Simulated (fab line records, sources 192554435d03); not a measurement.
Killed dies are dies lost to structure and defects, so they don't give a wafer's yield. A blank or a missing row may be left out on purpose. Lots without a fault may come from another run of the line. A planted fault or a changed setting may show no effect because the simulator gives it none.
Split-lot experiment | flow n5_finfet | 7 lots, 39 wafers read, on a route of 1938 steps

THE SPLIT
At N5_SDB_ETCH_18 (etches SOC in N2/H2, target depth 100 nm, overetch 20 nm, time 150 s), the setting time_s was moved away from the recipe's 150 s on 9 of the 39 wafers read, by -48.5% to +56.2%. The other wafers ran this setting at the recipe's value.

The reading is taken at the split's own step.

THE READING
SiARC_of_SDB_COAT_04.thk_nm (the simulator's own value, which no gauge read), in nm, at N5_SDB_ETCH_18 (etches SOC in N2/H2, target depth 100 nm, overetch 20 nm, time 150 s). The file gives no usual value for it. The 30 wafers here that ran the recipe average 12.8 nm, standard deviation 0.12 nm.

wafer  | tool, chamber at the split | time_s as run, s | against the recipe | SiARC_of_SDB_COAT_04.thk_nm, nm | against lot-mates on the recipe
L075.1 | rie_diel-03, 2             | 150              | recipe             | 13                              | -
L075.2 | rie_diel-03, 1,3,1         | 150              | recipe             | 12.8                            | -
L075.3 | rie_diel-03, 1,3,1         | 150              | recipe             | 12.8                            | -
L075.6 | rie_diel-03, 1,3,1         | 150              | recipe             | 12.8                            | -
L075.4 | rie_diel-03, 2             | 150              | recipe             | 12.8                            | -
L075.5 | rie_diel-03, 3             | 150              | recipe             | 12.8                            | -
L081.1 | rie_diel-05, 0             | 150              | recipe             | 13                              | -
L081.5 | rie_diel-05, 1             | 150              | recipe             | 12.8                            | -
L081.6 | rie_diel-05, 0             | 150              | recipe             | 13                              | -
L090.1 | rie_diel-03, 3             | 150              | recipe             | 12.8                            | -
L090.2 | rie_diel-03, 0             | 150              | recipe             | 12.8                            | -
L090.3 | rie_diel-03, 1             | 150              | recipe             | 12.8                            | -
L090.4 | rie_diel-03, 2             | 150              | recipe             | 12.8                            | -
L090.5 | rie_diel-03, 3             | 150              | recipe             | 12.6                            | -
L090.6 | rie_diel-03, 2             | 150              | recipe             | 12.8                            | -
L092.1 | rie_diel-05, 3             | 150              | recipe             | 13                              | -
L092.2 | rie_diel-05, 0             | 150              | recipe             | 13                              | -
L092.3 | rie_diel-05, 1             | 150              | recipe             | 12.8                            | -
L092.4 | rie_diel-05, 2             | 77.26            | -48.5%             | 15.4                            | +2.5
L092.5 | rie_diel-05, 2             | 77.26            | -48.5%             | 15.4                            | +2.5
L092.6 | rie_diel-05, 1             | 77.26            | -48.5%             | 15.4                            | +2.5
L094.1 | rie_diel-01, 2             | 150              | recipe             | 12.6                            | -
L094.2 | rie_diel-01, 1             | 150              | recipe             | 13                              | -
L094.3 | rie_diel-01, 3             | 106.5            | -29.0%             | 14.4                            | +1.5
L094.4 | rie_diel-01, 0             | 106.5            | -29.0%             | 14.2                            | +1.3
L094.5 | rie_diel-01, 1             | 150              | recipe             | 13                              | -
L094.6 | rie_diel-01, 2             | 106.5            | -29.0%             | 14.2                            | +1.3
L095.1 | rie_diel-01, 0             | 150              | recipe             | 12.8                            | -
L095.2 | rie_diel-01, 1             | 234.3            | +56.2%             | 10                              | -2.7
L095.3 | rie_diel-01, 2             | 150              | recipe             | 12.6                            | -
L095.4 | rie_diel-01, 3             | 234.3            | +56.2%             | 9.8                             | -2.9
L095.5 | rie_diel-01, 0             | 150              | recipe             | 12.8                            | -
L095.6 | rie_diel-01, 1             | 234.3            | +56.2%             | 10                              | -2.7
L096.1 | rie_diel-03, 3             | 150              | recipe             | 12.6                            | -
L096.2 | rie_diel-03, 2             | 150              | recipe             | 13                              | -
L096.3 | rie_diel-03, 1             | 150              | recipe             | 12.8                            | -
L096.4 | rie_diel-03, 0,2           | 150              | recipe             | 12.8                            | -
L096.6 | rie_diel-03, 0,2           | 150              | recipe             | 12.8                            | -
L096.5 | rie_diel-03, 3             | 150              | recipe             | 12.8                            | -
Where a row lists several chambers, the file gives one row for several wafers and doesn't say which wafer went through which chamber.

THE FIT
A straight line over all 39 wafers: SiARC_of_SDB_COAT_04.thk_nm changes by -0.0518 nm for each +1% of time_s; r = -0.99; the points scatter about the line by 0.12 nm.
The same after taking each lot's own level away (the mean of its wafers on the recipe; 39 wafers): -0.05 nm for each +1%; r = -1.00; scatter 0.1 nm.
On that fit, the largest move of time_s shifts the reading by 2.8 nm.
The lots' own levels span 12.73 to 12.93 nm, that is 1.6 times the standard deviation above.
So the lot-to-lot level changes the slope little: the two slopes agree.
Check: with one of the wafers moved furthest among these (+56.2%) left out of the fit, the line predicts -2.83 nm for it against its lot-mates. It came out at -2.73 nm against them.

OTHER SPLITS ON THESE WAFERS
These wafers also went through other splits before the reading. Each is held against what the fit with the lots' levels taken away leaves over:
other split on the same wafers           | wafers away from the commonest value | r with SiARC_of_SDB_COAT_04.thk_nm (lot level and that fit taken away)
N5_PMOS_HMC_CHANNEL_EPI_HM_DEP_34 time_s | 18                                   | +0.11
N5_SD_EPI_N_ETCH_45 target_depth_a       | 15                                   | -0.06

THE WHOLE CHAIN: every reading that the file lists as answering this split, in the file's order
step           | what it does                                                         | reading                                                                      | change (the file's fit)                                                            | r (the file's)
N5_SDB_ETCH_18 | etches SOC in N2/H2, target depth 100 nm, overetch 20 nm, time 150 s | etch.depth_nm (the simulator's own value, which no gauge read)               | not straight: 60.51 at the lowest setting, 100 at the recipe, 100.4 at the highest | not given
N5_SDB_ETCH_18 | etches SOC in N2/H2, target depth 100 nm, overetch 20 nm, time 150 s | SiARC_of_SDB_COAT_04.thk_nm (the simulator's own value, which no gauge read) | -0.05 nm for each +1% of the setting                                               | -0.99

THE FILE'S OWN FIT
SiARC_of_SDB_COAT_04.thk_nm changes by -0.05 nm for each +1% of time_s, r = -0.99.
